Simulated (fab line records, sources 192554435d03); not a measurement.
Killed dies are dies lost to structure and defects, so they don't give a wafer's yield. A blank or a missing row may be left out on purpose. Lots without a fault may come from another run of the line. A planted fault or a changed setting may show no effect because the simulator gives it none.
One fault seen from 2 desks | flow n5_finfet | each desk has only its own numbers; what lay behind them comes last

THE METROLOGY DESK
What the gauges read, lot by lot, whatever tool the lot ran on: means of the sampled wafers that have a number. A lot is out of limits, marked OUT, if its mean lies more than 4 standard deviations from the usual mean; the brackets give that distance. Of its 10 readings 7 are shown: those that lie furthest out on some lot.
Columns: A = DIBL_P at N5_BEOL_M4_RC_MEAS_101, usual 37.1 mV/V; B = IOFF_N at N5_BEOL_M4_RC_MEAS_101, usual 0.17 nA/um; C = IOFF_P at N5_BEOL_M4_RC_MEAS_101, usual 0.23 nA/um; D = ION_P at N5_BEOL_M4_RC_MEAS_101, usual 462 uA/um; E = SS_N at N5_BEOL_M4_RC_MEAS_101, usual 71.8 mV/dec; F = SS_P at N5_BEOL_M4_RC_MEAS_101, usual 73.6 mV/dec; G = VT_N at N5_BEOL_M4_RC_MEAS_101, usual 250 mV
lot  | first seen here | A    | B    | C    | D   | E    | F    | G
L179 | day 8 13:13     | 42.5 | 0.26 | 0.32 | 468 | 72.3 | 74.6 | 243
L182 | day 9 03:45     | 39.5 | 0.20 | 0.29 | 468 | 71.8 | 74.2 | 247
L185 | day 10 02:35    | 37.8 | 0.17 | 0.24 | 463 | 72.2 | 74.1 | 249
L187 | day 10 14:17    | 34.5 | 0.14 | 0.21 | 458 | 70.8 | 73.8 | 252
L188 | day 11 02:04    | 35.1 | 0.14 | 0.21 | 464 | 71.0 | 73.6 | 254
L195 | day 12 15:34    | 36.7 | 0.16 | 0.19 | 456 | 71.6 | 73.5 | 250
L196 | day 12 20:08    | 42.1 | 0.25 | 0.31 | 471 | 73.7 | 75.2 | 244
L198 | day 13 11:34    | 34.0 | 0.15 | 0.21 | 459 | 71.7 | 72.8 | 250
L199 | day 13 14:06    | 35.0 | 0.16 | 0.20 | 464 | 71.5 | 73.1 | 249
L200 | day 13 14:38    | 38.8 | 0.21 | 0.28 | 479 | 72.4 | 74.4 | 244
This desk's finding: nothing out of limits on any of the 10 lots.

THE TOOL OWNER'S DESK: rie_metal-02
The tool's own readings at N5_GATE_CUT_ETCH_56 (etches TiN in Cl2/Ar, target depth 21.6 nm): means of the sampled wafers that have a number, for each lot that ran on this tool. A lot is out of limits, marked OUT, if its mean lies more than 4 standard deviations from the usual mean; the brackets give that distance.
Columns: A = chamber_pressure_mTorr at N5_GATE_CUT_ETCH_56, usual 10.000 mTorr; B = drypump_motor_current_A at N5_GATE_CUT_ETCH_56, usual 5.81 A; C = he_backside_leak_sccm at N5_GATE_CUT_ETCH_56, usual 3.4 sccm; D = oes_product_au at N5_GATE_CUT_ETCH_56, usual 0.83 a.u.; E = throttle_valve_pct at N5_GATE_CUT_ETCH_56, usual 20.9 %
lot  | first seen here | A      | B    | C   | D    | E
L179 | day 4 19:22     | 9.994  | 5.88 | 3.3 | 0.89 | 21.4
L185 | day 6 14:40     | 10.011 | 5.96 | 3.3 | 0.98 | 20.7
L187 | day 7 00:53     | 10.000 | 6.02 | 3.2 | 1.04 | 20.4
L188 | day 7 06:58     | 9.997  | 5.93 | 3.3 | 1.00 | 20.8
L199 | day 9 19:46     | 9.988  | 5.97 | 3.3 | 0.86 | 20.8
This desk's finding: nothing out of limits on any of the 5 lots.

PUT TOGETHER
The metrology desk saw nothing out of limits.
The tool owner's desk saw nothing out of limits.

WHAT THE SIMULATOR HAD PUT IN
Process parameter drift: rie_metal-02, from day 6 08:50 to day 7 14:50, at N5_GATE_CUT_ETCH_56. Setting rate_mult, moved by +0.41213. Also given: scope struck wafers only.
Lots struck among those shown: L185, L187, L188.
